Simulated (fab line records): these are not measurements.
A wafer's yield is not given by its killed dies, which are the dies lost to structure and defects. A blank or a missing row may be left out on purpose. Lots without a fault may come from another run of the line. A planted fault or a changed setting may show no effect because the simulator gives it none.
fab line records ; flow n5_finfet ; part 1 of 2: steps 1 to 4 of 6
record: lots: 23; wafers: 69; last_day: 20
route steps=1938 shown BEOL_M8@1332 BEOL_M9@1440
lots that met no fault: from a run of the same line without faults
start_h: start of the lot's first displayed wafer, in hours after the record's first day ; wait_h: hours elapsed since this lot's preceding step ; " the same as in the row above ; L1.1+2: a row that stands for several wafers ; - no value, or no start given ; * or withheld: withheld ; < > ~ a bound
route shown NAME@n: NAME is a module with steps in the file, n the number in the route of the first one ; usual: mean/standard deviation of fault-free wafers ; same: alike in all rows ; chamber/n: place in a boat ; sites: the reading at each site ; _std_site: standard deviation of those values ; _edge_site: the outer-site mean with the inner-site mean subtracted ; radius_mm: how far each site lies from the wafer's centre ; mask NAME#n: copy n ; behind: the most recent tool/chamber to have shaped the wafer ; hold: cause of the lot's hold/its duration in hours/its outcome ; device: names the non-switching transistor (n, p or np) ; end of line: the tests these same wafers got at the end of their route ; for a step that has no rows: nothing shown but its recipe ; killed: at the first sort, the dies lost to defects and structure; wafer yield is something else ; map: dies across one wafer; x = killed, . = not, _ = none there
set.NAME: setting as actually run; set.NAME@STEP: the setting as run at that earlier step ; model.NAME: the simulator's own value behind a step, which no gauge read
one table for each step of the route and one row for each wafer, over a sample of lots
services: when a tool's chamber went out of use (start_h, in hours from the record's first day, below 0 if earlier), for how many hours, and the reason
== steps ==
step: N5_BEOL_M8_ILD_DEP_00
recipe: material: SiCOH_lowk; target_thk_a: 1797.5; temp_c: 300; precursor: DEMS/porogen; pressure_torr: 5; rf_w: 500; time_s: 33.4
usual: chamber_pressure_Torr: 5.000/0.012; heater_power_w: 365/68; showerhead_plenum_p_Torr: 5.743/0.021; susceptor_temp_C: 300.00/0.2; throttle_valve_pct: 14.5/1.4
same: time_s: 33.4
lot.wafer;tool;chamber;start_h;wait_h;chamber_pressure_Torr;heater_power_w;showerhead_plenum_p_Torr;since_wet_clean_h;susceptor_temp_C;throttle_valve_pct
L074.2;pecvd-03;2;227.59;0.0;4.999;452;5.716;175;300.41;13.8
L074.3;pecvd-03;2;227.59;0.0;5.013;454;5.726;-;300.27;13.8
L074.5;pecvd-03;2;227.59;0.0;4.985;457;5.731;-;300.24;13.8
L075.3;pecvd-04;2;252.68;0.0;5.000;372;5.708;565;299.95;13.6
L075.5;pecvd-04;0;252.68;0.0;4.997;302;5.772;-;299.86;14.1
L075.6;pecvd-04;1;252.68;0.0;4.984;273;5.753;-;300.15;16.9
L078.1;pecvd-04;1;254.67;0.0;5.002;289;5.752;2046;300.19;17.3
L078.3;pecvd-04;2;254.67;0.0;4.977;337;5.711;567;299.99;13.5
L078.6;pecvd-04;1;254.67;0.0;4.996;300;5.760;-;300.26;17.4
L076.1;pecvd-04;0;257.31;0.0;5.005;334;5.766;1324;300.22;14.3
L076.4;pecvd-04;2;257.31;0.0;5.009;351;5.701;-;299.90;13.6
L076.5;pecvd-04;0;257.31;0.0;4.996;343;5.770;-;300.16;14.5
L077.1;pecvd-04;2;261.99;0.0;5.000;370;5.707;574;300.20;13.4
L077.4;pecvd-04;1;261.99;0.0;5.017;330;5.744;-;300.13;16.9
L077.5;pecvd-04;0;261.99;0.0;5.008;335;5.761;-;299.88;14.1
L079.1;pecvd-04;0;269.07;0.0;5.010;311;5.771;1335;300.02;14.3
L079.4;pecvd-04;1;269.07;0.0;5.009;256;5.747;-;299.87;17.0
L079.6;pecvd-04;2;269.07;0.0;4.999;332;5.701;-;299.88;13.6
L083.2;pecvd-04;2;280.44;0.0;4.994;349;5.711;593;300.19;13.4
L083.5;pecvd-04;1;280.44;0.0;4.991;263;5.765;-;300.21;16.8
L083.6;pecvd-04;2;280.44;0.0;5.003;350;5.708;-;300.24;13.7
L082.2;pecvd-04;1;280.80;0.0;4.998;327;5.744;2072;300.18;17.1
L082.4;pecvd-04;1;280.80;0.0;4.997;333;5.735;-;300.09;17.1
L082.5;pecvd-04;2;280.80;0.0;5.000;312;5.706;-;300.17;13.6
L080.1;pecvd-04;2;289.55;0.0;4.984;327;5.708;602;299.99;13.6
L080.3;pecvd-04;1;289.55;0.0;5.001;269;5.735;2081;299.89;17.0
L080.6;pecvd-04;1;289.55;0.0;4.999;275;5.736;-;300.11;17.2
L081.2;pecvd-03;2;292.92;0.0;4.999;471;5.734;240;299.98;13.7
L081.3;pecvd-03;0;292.92;0.0;4.994;392;5.769;997;299.97;16.1
L081.4;pecvd-03;0;292.92;0.0;4.986;401;5.757;-;299.75;16.1
L084.1;pecvd-03;1;299.98;0.0;4.992;339;5.736;1729;300.21;13.5
L084.4;pecvd-03;0;299.98;0.0;4.979;383;5.775;-;300.05;16.0
L084.6;pecvd-03;0;299.98;0.0;5.011;378;5.741;-;299.96;15.9
L085.1;pecvd-03;0;305.02;0.0;4.986;387;5.752;1009;299.97;16.1
L085.2;pecvd-03;1;305.02;0.0;4.989;339;5.757;1734;299.65;13.4
L085.4;pecvd-03;1;305.02;0.0;4.988;335;5.734;-;299.73;13.1
L088.1;pecvd-03;2;315.59;0.0;4.975;512;5.721;263;300.14;13.8
L088.2;pecvd-03;1;315.59;0.0;5.016;341;5.764;1744;300.10;13.1
L088.6;pecvd-03;1;315.59;0.0;5.001;339;5.745;-;300.44;13.4
L087.1;pecvd-03;2;323.88;0.0;5.016;519;5.721;271;299.70;13.8
L087.2;pecvd-03;1;323.88;0.0;5.019;318;5.764;1753;300.02;12.9
L087.4;pecvd-03;1;323.88;0.0;5.012;326;5.759;-;299.95;13.2
L089.1;pecvd-03;2;327.15;0.0;5.018;472;5.715;275;299.94;14.0
L089.2;pecvd-03;1;327.15;0.0;5.008;302;5.765;1756;299.70;13.3
L089.6;pecvd-03;1;327.15;0.0;5.006;310;5.753;-;299.78;13.4
L086.2;pecvd-03;2;333.64;0.0;4.999;492;5.725;281;299.87;13.9
L086.4;pecvd-03;2;333.64;0.0;4.989;495;5.740;-;299.96;13.9
L086.6;pecvd-03;2;333.64;0.0;4.994;506;5.736;-;299.85;13.6
L091.1;pecvd-04;0;335.67;0.0;4.995;348;5.776;1402;299.76;14.1
L091.4;pecvd-04;2;335.67;0.0;4.987;351;5.707;-;299.90;13.7
L091.5;pecvd-04;0;335.67;0.0;5.003;264;5.778;-;299.78;14.1
L093.3;pecvd-04;0;348.86;0.0;4.988;342;5.768;1415;300.48;14.3
L093.4;pecvd-04;1;348.86;0.0;5.022;314;5.742;-;299.82;17.1
L093.6;pecvd-04;0;348.86;0.0;5.006;260;5.776;-;299.64;14.3
L090.1;pecvd-02;1;355.88;0.0;5.000;402;5.732;1604;299.99;14.5
L090.3;pecvd-02;2;355.88;0.0;4.986;366;5.759;125;300.32;12.4
L090.5;pecvd-02;0;355.88;0.0;5.007;405;5.767;-;299.68;14.3
L094.4;pecvd-03;2;365.78;0.1;5.014;476;5.727;-;299.46;13.8
L094.5;pecvd-03;1;365.78;0.1;5.013;328;5.751;-;300.15;13.4
L094.6;pecvd-03;0;365.78;0.1;4.991;359;5.766;-;299.97;16.0
L096.2;pecvd-04;0;370.00;0.0;5.004;347;5.773;1436;299.78;13.9
L096.3;pecvd-04;1;370.00;0.0;5.007;295;5.745;2161;300.12;17.0
L096.4;pecvd-04;0;370.00;0.0;4.993;270;5.763;-;299.93;14.2
L097.1;pecvd-03;0;384.75;0.0;4.980;411;5.754;1089;299.92;16.0
L097.4;pecvd-03;0;384.75;0.0;4.980;413;5.760;-;300.21;16.1
L097.6;pecvd-03;2;384.75;0.0;5.007;489;5.723;-;300.29;13.9
L095.2;pecvd-02;2;384.87;0.0;5.002;401;5.763;154;299.62;12.6
L095.4;pecvd-02;1;384.87;0.0;5.009;374;5.746;-;300.07;14.5
L095.5;pecvd-02;2;384.87;0.0;5.003;417;5.744;-;299.76;12.5
step: N5_BEOL_M8_THK_MEAS_01
recipe: reads: SiCOH_lowk_of_BEOL_M8_ILD_DEP_00
usual: M8_ILD_THK: 156.1/2.5
lot.wafer;tool;chamber;start_h;wait_h;M8_ILD_THK[nm]
L074.2;film_metro-01;-;228.19;0.4;156.1
L074.3;film_metro-01;-;228.19;0.4;157.5
L074.5;film_metro-01;-;228.19;0.4;159.0
L075.3;film_metro-02;-;253.26;0.3;159.8
L075.5;film_metro-02;-;253.26;0.3;157.7
L075.6;film_metro-02;-;253.26;0.3;155.6
L078.1;film_metro-02;-;255.26;0.4;153.1
L078.3;film_metro-02;-;255.26;0.4;159.4
L078.6;film_metro-02;-;255.26;0.4;156.8
L076.1;film_metro-01;-;258.42;0.4;157.8
L076.4;film_metro-01;-;258.42;0.4;162.7
L076.5;film_metro-01;-;258.42;0.4;158.8
L077.1;film_metro-01;-;262.56;0.4;159.6
L077.4;film_metro-01;-;262.56;0.4;155.5
L077.5;film_metro-01;-;262.56;0.4;158.7
L079.1;film_metro-02;-;269.65;0.4;155.5
L079.4;film_metro-02;-;269.65;0.4;154.1
L079.6;film_metro-02;-;269.65;0.4;160.6
L083.2;film_metro-01;-;281.01;0.4;155.5
L083.5;film_metro-01;-;281.01;0.4;153.3
L083.6;film_metro-01;-;281.01;0.4;159.0
L082.2;film_metro-02;-;281.86;0.7;152.1
L082.4;film_metro-02;-;281.86;0.7;155.3
L082.5;film_metro-02;-;281.86;0.7;159.8
L080.1;film_metro-01;-;290.13;0.4;157.8
L080.3;film_metro-01;-;290.13;0.4;153.5
L080.6;film_metro-01;-;290.13;0.4;156.4
L081.2;film_metro-02;-;293.49;0.4;154.8
L081.3;film_metro-02;-;293.49;0.4;153.8
L081.4;film_metro-02;-;293.49;0.4;154.6
L084.1;film_metro-02;-;300.58;0.4;154.6
L084.4;film_metro-02;-;300.58;0.4;156.8
L084.6;film_metro-02;-;300.58;0.4;156.3
L085.1;film_metro-02;-;305.60;0.4;152.1
L085.2;film_metro-02;-;305.60;0.4;153.9
L085.4;film_metro-02;-;305.60;0.4;156.3
L088.1;film_metro-01;-;316.52;0.4;156.3
L088.2;film_metro-01;-;316.52;0.4;154.7
L088.6;film_metro-01;-;316.52;0.4;155.9
L087.1;film_metro-02;-;324.48;0.4;154.8
L087.2;film_metro-02;-;324.48;0.4;152.7
L087.4;film_metro-02;-;324.48;0.4;156.3
L089.1;film_metro-01;-;327.75;0.4;156.2
L089.2;film_metro-01;-;327.75;0.4;153.6
L089.6;film_metro-01;-;327.75;0.4;156.0
L086.2;film_metro-02;-;334.28;0.4;155.7
L086.4;film_metro-02;-;334.28;0.4;156.6
L086.6;film_metro-02;-;334.28;0.4;160.5
L091.1;film_metro-01;-;336.25;0.4;153.1
L091.4;film_metro-01;-;336.25;0.4;157.1
L091.5;film_metro-01;-;336.25;0.4;156.9
L093.3;film_metro-01;-;349.92;0.5;156.0
L093.4;film_metro-01;-;349.92;0.5;157.0
L093.6;film_metro-01;-;349.92;0.5;157.2
L090.1;film_metro-01;-;356.46;0.4;148.9
L090.3;film_metro-01;-;356.46;0.4;152.3
L090.5;film_metro-01;-;356.46;0.4;153.2
L094.4;film_metro-02;-;366.33;0.2;158.7
L094.5;film_metro-02;-;366.33;0.2;158.5
L094.6;film_metro-02;-;366.33;0.2;155.6
L096.2;film_metro-01;-;370.58;0.4;158.5
L096.3;film_metro-01;-;370.58;0.4;156.6
L096.4;film_metro-01;-;370.58;0.4;159.0
L097.1;film_metro-01;-;385.32;0.4;152.6
L097.4;film_metro-01;-;385.32;0.4;154.6
L097.6;film_metro-01;-;385.32;0.4;156.2
L095.2;film_metro-01;-;385.45;0.4;151.6
L095.4;film_metro-01;-;385.45;0.4;152.2
L095.5;film_metro-01;-;385.45;0.4;154.2
step: N5_BEOL_M8_STRIP_67
recipe: chemistry: CF4; resist: SiARC; power_w: 300; bias_power_w: 75; pressure_mtorr: 50; cf4_flow_sccm: 150; rf_frequency_hz: 6e+07
usual: drypump_motor_current_A: 5.6/0.38; oes_product_au: 0.77/0.077; rf_vpp_V: 270.7/1.5; showerhead_plenum_p_Torr: 1.77/0.061; throttle_valve_pct: 13.62/0.29
lot.wafer;tool;chamber;start_h;wait_h;drypump_motor_current_A;oes_product_au;rf_hours_counter_h;rf_vpp_V;showerhead_plenum_p_Torr;throttle_valve_pct
L074.2;rie_diel-01;2;232.49;0.0;5.1;0.71;219;269.3;1.75;13.67
L074.3;rie_diel-01;1;232.49;0.0;5.8;0.78;129;272.2;1.86;13.37
L074.5;rie_diel-01;3;232.49;0.0;5.0;0.77;-;269.7;1.73;13.76
L075.3;rie_diel-05;2;255.01;0.0;5.3;0.69;243;271.8;1.83;13.74
L075.5;rie_diel-05;1;255.01;0.0;6.2;0.75;-;270.3;1.77;13.82
L075.6;rie_diel-05;0;255.01;0.0;5.1;0.72;-;267.6;1.69;13.44
L078.1;rie_diel-01;3;257.63;0.0;5.0;0.75;166;269.6;1.73;13.78
L078.3;rie_diel-01;1;257.63;0.0;5.8;0.78;140;272.4;1.86;13.41
L078.6;rie_diel-01;2;257.63;0.0;5.1;0.70;-;270.1;1.74;13.69
L076.1;rie_diel-01;3;262.12;0.0;5.1;0.75;168;269.2;1.73;13.79
L076.4;rie_diel-01;1;262.12;0.0;5.8;0.78;142;272.2;1.86;13.42
L076.5;rie_diel-01;3;262.12;0.0;5.0;0.75;-;270.0;1.73;13.78
L077.1;rie_diel-01;2;263.70;0.0;5.1;0.69;232;271.1;1.74;13.69
L077.4;rie_diel-01;1;263.70;0.0;5.8;0.77;142;271.8;1.86;13.42
L077.5;rie_diel-01;3;263.70;0.0;5.1;0.75;-;269.5;1.73;13.79
L079.1;rie_diel-04;1;271.09;0.0;6.1;0.71;207;268.0;1.73;13.97
L079.4;rie_diel-04;2;271.09;0.0;5.6;0.84;-;271.6;1.83;13.78
L079.6;rie_diel-04;3;271.09;0.0;5.5;0.74;-;268.9;1.71;13.65
L083.2;rie_diel-04;3;283.50;0.0;5.4;0.74;180;270.2;1.71;13.66
L083.5;rie_diel-04;1;283.50;0.0;6.1;0.71;-;270.4;1.72;13.99
L083.6;rie_diel-04;0;283.50;0.0;5.8;0.75;-;270.2;1.77;13.25
L082.2;rie_diel-04;3;283.75;0.0;5.5;0.74;180;270.4;1.71;13.68
L082.4;rie_diel-04;2;283.75;0.0;5.6;0.83;66;271.4;1.83;13.77
L082.5;rie_diel-04;0;283.75;0.0;5.8;0.75;-;270.2;1.77;13.25
L080.1;rie_diel-04;1;292.56;0.0;6.1;0.71;216;268.1;1.72;13.98
L080.3;rie_diel-04;0;292.56;0.0;5.8;0.74;162;272.0;1.76;13.25
L080.6;rie_diel-04;0;292.56;0.0;5.8;0.76;-;271.9;1.76;13.23
L081.2;rie_diel-04;1;296.46;0.0;6.1;0.69;218;269.8;1.72;14.01
L081.3;rie_diel-04;3;296.46;0.0;5.5;0.75;185;269.5;1.71;13.68
L081.4;rie_diel-04;0;296.46;0.0;5.8;0.74;163;270.6;1.76;13.24
L084.1;rie_diel-05;3;302.60;0.0;5.4;0.93;17;273.4;1.91;13.10
L084.4;rie_diel-05;3;302.60;0.0;5.4;0.93;-;273.7;1.91;13.11
L084.6;rie_diel-05;0;302.60;0.0;5.1;0.71;-;269.1;1.69;13.52
L085.1;rie_diel-05;3;307.36;0.0;5.5;0.93;19;274.4;1.91;13.11
L085.2;rie_diel-05;2;307.36;0.0;5.3;0.92;10;271.5;1.82;13.21
L085.4;rie_diel-05;3;307.36;0.0;5.5;0.93;-;272.7;1.91;13.12
L088.1;rie_diel-04;0;318.63;0.0;5.8;0.75;170;270.3;1.76;13.26
L088.2;rie_diel-04;1;318.63;0.0;6.1;0.70;226;268.0;1.72;14.02
L088.6;rie_diel-04;3;318.63;0.0;5.5;0.74;-;269.1;1.71;13.70
L087.1;rie_diel-04;0;326.44;0.0;5.7;0.74;173;271.5;1.76;13.27
L087.2;rie_diel-04;3;326.44;0.0;5.5;0.73;196;268.8;1.71;13.70
L087.4;rie_diel-04;2;326.44;0.0;5.6;0.81;82;271.5;1.83;13.83
L089.1;rie_diel-01;0;329.95;0.0;6.2;0.89;30;273.1;1.82;13.32
L089.2;rie_diel-01;1;329.95;0.0;5.8;0.75;167;272.1;1.85;13.48
L089.6;rie_diel-01;1;329.95;0.0;5.8;0.75;-;273.2;1.85;13.48
L086.2;rie_diel-04;1;335.76;0.0;6.1;0.69;232;270.9;1.72;14.04
L086.4;rie_diel-04;2;335.76;0.0;5.6;0.81;86;269.2;1.82;13.84
L086.6;rie_diel-04;0;335.76;0.0;5.7;0.74;-;272.1;1.76;13.26
L091.1;rie_diel-04;1;338.63;0.0;6.2;0.69;234;269.2;1.72;14.05
L091.4;rie_diel-04;2;338.63;0.0;5.6;0.81;-;271.2;1.82;13.84
L091.5;rie_diel-04;3;338.63;0.0;5.5;0.73;-;270.1;1.71;13.73
L093.3;rie_diel-04;1;352.94;0.0;6.1;0.69;241;269.6;1.72;14.06
L093.4;rie_diel-04;1;352.94;0.0;6.1;0.69;-;267.7;1.72;14.07
L093.6;rie_diel-04;3;352.94;0.0;5.5;0.73;-;269.2;1.70;13.75
L090.1;rie_diel-04;2;359.84;0.0;5.6;0.80;99;271.2;1.82;13.87
L090.3;rie_diel-04;3;359.84;0.0;5.5;0.72;212;269.3;1.70;13.73
L090.5;rie_diel-04;1;359.84;0.0;6.2;0.69;-;268.6;1.72;14.07
L094.4;rie_diel-01;1;369.47;0.0;5.8;0.75;178;273.0;1.85;13.50
L094.5;rie_diel-01;0;369.47;0.0;6.3;0.88;-;271.9;1.82;13.35
L094.6;rie_diel-01;3;369.47;0.0;5.0;0.72;-;268.6;1.72;13.88
L096.2;rie_diel-04;1;372.47;0.0;6.2;0.69;252;271.5;1.71;14.09
L096.3;rie_diel-04;0;372.47;0.0;5.8;0.73;180;270.7;1.76;13.27
L096.4;rie_diel-04;3;372.47;0.0;5.5;0.72;219;269.5;1.70;13.75
L097.1;rie_diel-04;0;386.36;0.0;5.8;0.74;184;270.2;1.76;13.30
L097.4;rie_diel-04;0;386.36;0.0;5.8;0.73;-;271.3;1.76;13.28
L097.6;rie_diel-04;3;386.36;0.0;5.5;0.71;-;267.4;1.70;13.78
L095.2;rie_diel-05;1;387.94;0.0;6.2;0.72;198;271.0;1.76;13.90
L095.4;rie_diel-05;0;387.94;0.0;5.1;0.93;8;273.7;1.89;13.00
L095.5;rie_diel-05;0;387.94;0.0;5.1;0.93;-;272.9;1.89;13.00
step: N5_BEOL_M8_ETCH_41
recipe: chemistry: CH3F/O2; target: SiCN; target_depth_a: 319; taper_deg: 2; time_s: 57.8; ion_energy_ev: 120; mask_material: TiN; pressure_mtorr: 30; source_w: 395; bias_w: 75; Ar_flow_sccm: 150; CH3F_flow_sccm: 30; O2_flow_sccm: 20
usual: CH3F_flow_sccm: 30.01/0.092; drypump_motor_current_A: 5.6/0.4; oes_product_au: 0.81/0.095; rf_vpp_V: 297.4/1.7; showerhead_plenum_p_Torr: 2.02/0.086; throttle_valve_pct: 16.30/0.24
same: time_s: 57.8
lot.wafer;tool;chamber;start_h;wait_h;CH3F_flow_sccm;drypump_motor_current_A;oes_product_au;rf_hours_counter_h;rf_vpp_V;showerhead_plenum_p_Torr;throttle_valve_pct
L074.2;rie_diel-04;1;-;-;29.99;6.1;0.71;193;294.6;1.92;16.66
L074.3;rie_diel-04;2;-;-;30.09;5.6;0.89;45;297.6;2.06;16.57
L074.5;rie_diel-04;3;-;-;30.08;5.5;0.77;-;295.5;1.91;16.33
L075.3;rie_diel-01;2;-;-;29.91;5.1;0.70;229;298.0;1.98;16.58
L075.5;rie_diel-01;1;-;-;30.05;5.8;0.77;-;300.1;2.11;16.23
L075.6;rie_diel-01;2;-;-;30.00;5.1;0.70;-;297.3;1.98;16.59
L078.1;rie_diel-01;0;-;-;30.01;6.3;0.98;2;299.8;2.06;16.10
L078.3;rie_diel-01;1;-;-;29.85;5.8;0.76;141;300.0;2.11;16.22
L078.6;rie_diel-01;2;-;-;30.09;5.1;0.69;-;296.7;1.98;16.56
L076.1;rie_diel-04;0;-;-;29.91;5.8;0.76;157;296.4;1.99;15.99
L076.4;rie_diel-04;3;-;-;30.09;5.5;0.77;173;295.2;1.91;16.35
L076.5;rie_diel-04;3;-;-;30.15;5.5;0.77;-;296.9;1.91;16.35
L077.1;rie_diel-05;1;-;-;30.09;6.2;0.75;165;296.6;1.99;16.63
L077.4;rie_diel-05;1;-;-;30.08;6.1;0.75;-;295.5;1.99;16.64
L077.5;rie_diel-05;0;-;-;30.05;5.1;0.71;-;294.5;1.89;16.25
L079.1;rie_diel-01;1;-;-;29.94;5.8;0.77;146;298.8;2.11;16.26
L079.4;rie_diel-01;0;-;-;30.18;6.2;0.96;7;297.3;2.06;16.11
L079.6;rie_diel-01;0;-;-;30.16;6.2;0.96;-;297.3;2.06;16.12
L083.2;rie_diel-01;0;-;-;30.08;6.2;0.95;12;297.1;2.06;16.13
L083.5;rie_diel-01;0;-;-;30.09;6.2;0.96;-;297.3;2.06;16.12
L083.6;rie_diel-01;1;-;-;30.11;5.8;0.77;-;299.0;2.10;16.27
L082.2;rie_diel-05;2;-;-;30.18;5.3;0.97;1;297.0;2.07;16.16
L082.4;rie_diel-05;0;-;-;29.99;5.1;0.71;-;295.9;1.89;16.26
L082.5;rie_diel-05;3;-;-;30.04;5.5;0.98;-;299.3;2.15;15.91
L080.1;rie_diel-01;3;-;-;30.18;5.0;0.73;181;295.0;1.90;16.44
L080.3;rie_diel-01;1;-;-;29.99;5.9;0.75;155;300.0;2.10;16.26
L080.6;rie_diel-01;1;-;-;29.99;5.8;0.75;-;298.7;2.10;16.26
L081.2;rie_diel-05;2;-;-;30.01;5.2;0.95;6;297.5;2.07;16.15
L081.3;rie_diel-05;3;-;-;29.84;5.5;0.96;15;300.1;2.15;15.92
L081.4;rie_diel-05;0;-;-;30.16;5.1;0.71;-;293.7;1.89;16.28
L084.1;rie_diel-04;0;-;-;30.14;5.8;0.74;166;298.0;1.99;16.02
L084.4;rie_diel-04;2;-;-;30.00;5.6;0.84;74;297.4;2.05;16.62
L084.6;rie_diel-04;1;-;-;30.15;6.2;0.69;-;296.1;1.91;16.70
L085.1;rie_diel-04;2;-;-;29.85;5.6;0.82;78;296.3;2.04;16.62
L085.2;rie_diel-04;3;-;-;30.00;5.5;0.74;191;295.1;1.90;16.38
L085.4;rie_diel-04;1;-;-;29.95;6.1;0.70;224;296.1;1.91;16.71
L088.1;rie_diel-01;3;-;-;29.82;5.1;0.72;190;296.8;1.90;16.49
L088.2;rie_diel-01;1;-;-;29.92;5.8;0.75;161;298.6;2.10;16.29
L088.6;rie_diel-01;0;-;-;29.86;6.2;0.90;-;299.9;2.05;16.14
L087.1;rie_diel-04;2;-;-;30.00;5.6;0.83;84;297.5;2.04;16.63
L087.2;rie_diel-04;1;-;-;29.85;6.1;0.70;230;295.2;1.90;16.70
L087.4;rie_diel-04;0;-;-;30.08;5.8;0.75;174;297.5;1.99;16.03
L089.1;rie_diel-01;0;-;-;29.97;6.2;0.90;31;296.1;2.05;16.15
L089.2;rie_diel-01;1;-;-;30.02;5.8;0.74;167;298.6;2.10;16.29
L089.6;rie_diel-01;3;-;-;30.14;5.1;0.73;-;296.3;1.90;16.48
L086.2;rie_diel-05;1;-;-;29.90;6.2;0.73;182;297.2;1.98;16.67
L086.4;rie_diel-05;2;-;-;30.00;5.3;0.90;21;299.3;2.06;16.20
L086.6;rie_diel-05;0;-;-;30.11;5.1;0.70;-;295.6;1.89;16.32
L091.1;rie_diel-01;3;-;-;30.00;5.0;0.72;201;297.1;1.89;16.48
L091.4;rie_diel-01;0;-;-;30.10;6.3;0.89;36;298.8;2.05;16.17
L091.5;rie_diel-01;0;-;-;30.03;6.2;0.89;-;297.8;2.05;16.17
L093.3;rie_diel-05;2;-;-;29.99;5.2;0.89;27;297.8;2.06;16.21
L093.4;rie_diel-05;2;-;-;30.02;5.3;0.90;-;298.4;2.06;16.21
L093.6;rie_diel-05;3;-;-;30.03;5.4;0.92;-;299.5;2.14;15.97
L090.1;rie_diel-05;1;-;-;30.07;6.2;0.73;193;298.1;1.98;16.68
L090.3;rie_diel-05;3;-;-;30.05;5.4;0.90;41;301.9;2.14;15.96
L090.5;rie_diel-05;1;-;-;30.22;6.2;0.73;-;296.8;1.98;16.69
L094.4;rie_diel-05;0;-;-;30.08;5.1;0.97;-;298.9;2.13;15.88
L094.5;rie_diel-05;3;-;-;30.11;5.4;0.88;-;299.4;2.14;15.98
L094.6;rie_diel-05;2;-;-;30.05;5.3;0.87;-;298.7;2.06;16.23
L096.2;rie_diel-05;0;-;-;30.15;5.1;0.95;4;299.9;2.13;15.87
L096.3;rie_diel-05;2;-;-;29.77;5.2;0.87;40;299.7;2.06;16.22
L096.4;rie_diel-05;3;-;-;29.95;5.5;0.89;-;298.5;2.14;15.97
L097.1;rie_diel-01;0;-;-;30.10;6.2;0.87;49;298.9;2.05;16.19
L097.4;rie_diel-01;1;-;-;30.02;5.9;0.73;185;298.0;2.09;16.33
L097.6;rie_diel-01;0;-;-;30.03;6.2;0.86;-;299.0;2.05;16.19
L095.2;rie_diel-04;3;-;-;29.99;5.5;0.72;226;295.2;1.89;16.46
L095.4;rie_diel-04;3;-;-;30.04;5.5;0.72;-;294.5;1.89;16.48
L095.5;rie_diel-04;2;-;-;29.94;5.6;0.81;-;296.3;2.03;16.68
